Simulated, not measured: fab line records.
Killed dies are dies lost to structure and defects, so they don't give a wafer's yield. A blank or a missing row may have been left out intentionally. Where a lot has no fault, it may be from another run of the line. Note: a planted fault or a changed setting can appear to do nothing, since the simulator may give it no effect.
Lot-split experiment + flow n5 finfet + 7 lots, 21 wafers read, on a route of 1938 steps

## THE SPLIT
At N5_BEOL_M5_COAT_22 (resist thk 30 nm), the setting spin rpm was moved away from the recipe's 1500 rpm on 7 of the 21 wafers read, by -8.5% to +8.3%. For the rest of the wafers, this setting stayed at what the recipe calls for.

## FROM THE SPLIT TO THE READING: what the file shows between them, 2 steps
- N5_BEOL_M5_EBR_24
- N5_BEOL_M5_SOFTBAKE_23: time 60 s

## THE READING
CAR-EUV_of_BEOL_M5_COAT_22.thk nm (the simulator's own value, which no gauge read), in nm, at N5_BEOL_M5_DESCUM_33 (chemistry O2, time 7 s). The file does not state a usual value for it. Across the 14 wafers here that went through the recipe, the average is 26.1 nm and the standard deviation 0.12 nm.

| wafer  | tool, chamber at the split | spin rpm as run, rpm | against the recipe | CAR-EUV_of_BEOL_M5_COAT_22.thk nm, nm | against lot-mates on the recipe |
|--------|----------------------------|----------------------|--------------------|---------------------------------------|---------------------------------|
| L074.1 | litho track-04, 0          | 1372                 | -8.5%              | 27.4                                  | +1.3                            |
| L074.4 | litho track-04, 0          | 1500                 | recipe             | 26.2                                  | -                               |
| L074.5 | litho track-04, 0          | 1500                 | recipe             | 26                                    | -                               |
| L076.3 | litho track-04, 0          | 1500                 | recipe             | 26.2                                  | -                               |
| L076.4 | litho track-04, 0          | 1389                 | -7.4%              | 27.2                                  | +1.1                            |
| L076.6 | litho track-04, 0          | 1500                 | recipe             | 26                                    | -                               |
| L075.3 | litho track-04, 0          | 1500                 | recipe             | 26                                    | -                               |
| L075.4 | litho track-04, 0          | 1624                 | +8.3%              | 25                                    | -1.1                            |
| L075.5 | litho track-04, 0          | 1500                 | recipe             | 26.2                                  | -                               |
| L078.2 | litho track-04, 0          | 1392                 | -7.2%              | 27                                    | +1.0                            |
| L078.5 | litho track-04, 0          | 1392                 | -7.2%              | 26.8                                  | +0.8                            |
| L078.6 | litho track-04, 0          | 1500                 | recipe             | 26                                    | -                               |
| L089.1 | litho track-05, 0          | 1573                 | +4.9%              | 25.6                                  | -0.7                            |
| L089.3 | litho track-05, 0          | 1500                 | recipe             | 26.2                                  | -                               |
| L089.4 | litho track-05, 0          | 1500                 | recipe             | 26.4                                  | -                               |
| L092.1 | litho track-03, 0          | 1500                 | recipe             | 26                                    | -                               |
| L092.2 | litho track-03, 0          | 1621                 | +8.1%              | 25                                    | -1.1                            |
| L092.4 | litho track-03, 0          | 1500                 | recipe             | 26.2                                  | -                               |
| L091.2 | litho track-05, 0          | 1500                 | recipe             | 26.2                                  | -                               |
| L091.3 | litho track-05, 0          | 1500                 | recipe             | 26.2                                  | -                               |
| L091.4 | litho track-05, 0          | 1500                 | recipe             | 26.2                                  | -                               |

THE FIT
A straight line over all 21 wafers: CAR-EUV_of_BEOL_M5_COAT_22.thk nm changes by -0.131 nm for each +1% of spin rpm; r = -0.98; the points scatter about the line by 0.13 nm.
The same after taking each lot's own level away (the mean of its wafers on the recipe; 21 wafers): -0.138 nm for each +1%; r = -0.99; scatter 0.092 nm.
Per that fit: largest spin rpm move, reading shift of 1.2 nm.
The lots' own levels span 26.00 to 26.30 nm, that is 2.5 times the standard deviation above.
The two slopes are in agreement: the lot-to-lot level therefore moves the slope only a little.
Check: +1.14 nm against its lot-mates is what the line predicts for one of the wafers moved furthest among these (-8.5%) when that wafer is left out of the fit. It came out at +1.3 nm against them.

## FURTHER SPLITS ON THESE WAFERS
Before the reading, these wafers also passed through other splits. Each is held against what the fit with the lots' levels taken away leaves over:
| other split on the same wafers | wafers away from the commonest value | r with CAR-EUV_of_BEOL_M5_COAT_22.thk nm (lot level and that fit taken away) |
|--------------------------------|--------------------------------------|------------------------------------------------------------------------------|
| N5_BEOL_M3_COAT_67 spin rpm    | 8                                    | -0.20                                                                        |
| N5_BEOL_M4_EXPOSE_08 dose mj   | 6                                    | -0.06                                                                        |
| N5_BEOL_M4_ETCH_64 time s      | 9                                    | -0.02                                                                        |
| N5_BEOL_M4_DESCUM_33 time s    | 4                                    | -0.17                                                                        |
| N5_BEOL_M4_ALD_98 temp c       | 10                                   | +0.14                                                                        |

## THE WHOLE CHAIN: every reading that the file lists as answering this split, in the file's order
| step                 | what it does           | reading                                                                            | change (the file's fit)               | r (the file's) |
|----------------------|------------------------|------------------------------------------------------------------------------------|---------------------------------------|----------------|
| N5_BEOL_M5_COAT_22   | resist thk 30 nm       | CAR-EUV_of_BEOL_M5_COAT_22.thk nm (the simulator's own value, which no gauge read) | -0.155 nm for each +1% of the setting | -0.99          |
| N5_BEOL_M5_DESCUM_33 | chemistry O2, time 7 s | CAR-EUV_of_BEOL_M5_COAT_22.thk nm (the simulator's own value, which no gauge read) | -0.14 nm for each +1% of the setting  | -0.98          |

## THE FILE'S OWN FIT
CAR-EUV_of_BEOL_M5_COAT_22.thk nm changes by -0.14 nm for each +1% of spin rpm, r = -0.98.
